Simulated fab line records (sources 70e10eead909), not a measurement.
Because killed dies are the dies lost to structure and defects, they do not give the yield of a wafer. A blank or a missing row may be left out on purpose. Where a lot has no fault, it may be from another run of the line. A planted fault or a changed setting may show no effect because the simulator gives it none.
Which tool did it? + flow nand_harc + 21 wafers from 7 lots sampled at 4 of the route's 1302 steps

## WHAT EACH GAUGE READ, for each wafer
NHARC_A_ONON_D2_THK_MEAS_18: measures by ellipsometry.
| lot  | measured     | on            | thk_nm (nm)    |
|------|--------------|---------------|----------------|
| L133 | day 13 10:49 | film_metro-01 | 999 1001 999   |
| L134 | day 14 04:49 | film_metro-02 | 997 997 996    |
| L135 | day 14 20:32 | film_metro-01 | 996 997 997    |
| L138 | day 15 23:02 | film_metro-02 | 1005 1002 1003 |
| L140 | day 16 12:45 | film_metro-01 | 1002 1002 1002 |
| L143 | day 17 08:00 | film_metro-01 | 1007 1007 1006 |
| L148 | day 20 02:37 | film_metro-02 | 1000 474 1003  |

## EACH LOT AND THE TOOL THAT RAN IT (in order: tool; ch and the chambers of the sampled wafers; start)
| lot  | NHARC_A_CHANNEL_FILL_D1_ETCHBACK_08           | NHARC_A_CHANNEL_FILL_D1_STRIP_29            | NHARC_A_ONON_D2_DEP_16           |
|------|-----------------------------------------------|---------------------------------------------|----------------------------------|
| L133 | rie_diel-07 ch 0,2,3, day 11 12:28 or earlier | rie_diel-07 ch 1,2, day 11 12:28 or earlier | pecvd_onon-01 ch 0, day 13 10:21 |
| L134 | rie_diel-07 ch 1,3, day 12 04:13 or earlier   | rie_diel-07 ch 0,2, day 12 04:13 or earlier | pecvd_onon-03 ch 0, day 14 04:20 |
| L135 | rie_diel-06 ch 0,1,3, day 13 01:49 or earlier | rie_diel-06 ch 0,3, day 13 01:49 or earlier | pecvd_onon-01 ch 0, day 14 20:05 |
| L138 | rie_diel-06 ch 0,1, day 13 19:01 or earlier   | rie_diel-06 ch 0,1, day 13 19:01 or earlier | pecvd_onon-03 ch 0, day 15 22:35 |
| L140 | rie_diel-05 ch 0,2,3, day 14 15:26 or earlier | rie_diel-05 ch 1,2, day 14 15:26 or earlier | pecvd_onon-04 ch 0, day 16 12:15 |
| L143 | rie_diel-05 ch 1,2,3, day 15 05:23 or earlier | rie_diel-05 ch 1,3, day 15 05:23            | pecvd_onon-04 ch 0, day 17 07:33 |
| L148 | rie_diel-07 ch 0,2,3, day 18 05:38 or earlier | rie_diel-07 ch 0,3, day 18 05:38 or earlier | pecvd_onon-04 ch 0, day 20 02:06 |
- NHARC_A_CHANNEL_FILL_D1_ETCHBACK_08: etches the open film in C4F8, target depth 220 nm, time 110 s.
- NHARC_A_CHANNEL_FILL_D1_STRIP_29: strips in O2, time 20 s.
- NHARC_A_ONON_D2_DEP_16: target thk 1000 nm.

## THE ANSWER, worked out from the rows above alone
Rule: usual is defined by the lots themselves. Put in order of their means at a reading, lots are off if they are a third of the lots or fewer, leave a main group of 4 or more, and stand apart from it by a gap of 3 or more times the standard deviation of the main group's means; of several such gaps the widest counts. A main group is skipped when, at the precision printed for the reading in the tables above, its means are all equal. Also off: a lot with no number at a reading for which 4 or more lots have one. The other lots that the step has rows for count as sound.
Off at NHARC_A_ONON_D2_THK_MEAS_18 (thk_nm): L148. The main group has a mean of 1001 nm with a standard deviation of 3.6.
A tool fits if, at a process step before that reading, it ran every lot that is off, and no sound lot after the first of them. Gauges at NHARC_A_ONON_D2_THK_MEAS_18: tried the same way as those tools. With no start given for some of its lots, NHARC_A_CHANNEL_FILL_D1_ETCHBACK_08 uses the hours and lot order of NHARC_A_CHANNEL_FILL_D1_INSPECT_13. With no start given for some of its lots, NHARC_A_CHANNEL_FILL_D1_STRIP_29 uses the hours and lot order of NHARC_A_CHANNEL_FILL_D1_INSPECT_13. Can't be told from this: 3 tools fit, rie_diel-07 at NHARC_A_CHANNEL_FILL_D1_ETCHBACK_08 and NHARC_A_CHANNEL_FILL_D1_STRIP_29, pecvd_onon-04 at NHARC_A_ONON_D2_DEP_16, film_metro-02 at NHARC_A_ONON_D2_THK_MEAS_18.

## WHAT HAD BEEN PUT IN BY THE SIMULATOR
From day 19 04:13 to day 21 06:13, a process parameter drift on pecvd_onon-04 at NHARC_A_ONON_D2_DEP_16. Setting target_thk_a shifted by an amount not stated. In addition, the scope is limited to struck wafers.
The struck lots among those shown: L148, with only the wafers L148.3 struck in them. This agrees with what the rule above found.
